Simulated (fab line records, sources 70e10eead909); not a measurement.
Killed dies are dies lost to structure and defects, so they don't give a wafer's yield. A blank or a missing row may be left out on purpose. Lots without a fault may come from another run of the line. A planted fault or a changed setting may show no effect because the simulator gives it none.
Chamber matching | flow nand_harc | NHARC_A_STAIRCASE_DEP_417 on pecvd-01: 3 sister chambers
The step deposits Si3N4, target thk 60 nm. 6 wafers are shown with their chamber, then 8 later ones without.

WAFERS WITH THEIR CHAMBER
wafer  | chamber | heater_power_w (W) | rf_fwd_power_W (W)
L074.6 | 1       | 852                | 449.3
L088.1 | 1       | 857                | 451.3
L089.2 | 0       | 721                | 451.3
L089.3 | 2       | 763                | 448.6
L089.6 | 0       | 759                | 446.6
L090.1 | 2       | 719                | 447.7

WAFERS WITHOUT THEIR CHAMBER
wafer  | heater_power_w (W) | rf_fwd_power_W (W)
L090.3 | 867                | 449.8
L090.5 | 864                | 447.9
L092.1 | 814                | 450.2
L092.2 | 623                | 450.0
L092.4 | 799                | 450.2
L096.3 | 744                | 448.2
L096.4 | 694                | 449.5
L096.6 | 846                | 448.9

WHICH CHAMBER EACH WENT THROUGH
wafer  | from the rows above          | in truth
L090.3 | 1                            | 1
L090.5 | 1                            | 1
L092.1 | can't be placed: 1 or 0 or 2 | 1
L092.2 | can't be placed: 0 or 2      | 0
L092.4 | can't be placed: 1 or 0 or 2 | 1
L096.3 | can't be placed: 2 or 0      | 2
L096.4 | can't be placed: 0 or 2      | 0
L096.6 | 1                            | 1
Placed correctly: 3 of 8. Can't be placed from these rows: 5 (the true chamber is among the candidates in 5). Placed wrongly: 0.
How it was worked out, from the rows above alone: a wafer's distance from a chamber is the root of the sum, over the readings, of the square of ((its reading less the chamber's mean) divided by the reading's scatter). The wafer belongs to the nearest chamber; if the next one is less than 2 further off, it can't be placed. A chamber's mean is the mean of its shown wafers. The scatter: the root of (the sum of the squares of (reading less its chamber's mean) over the shown wafers, divided by (wafers less chambers)).
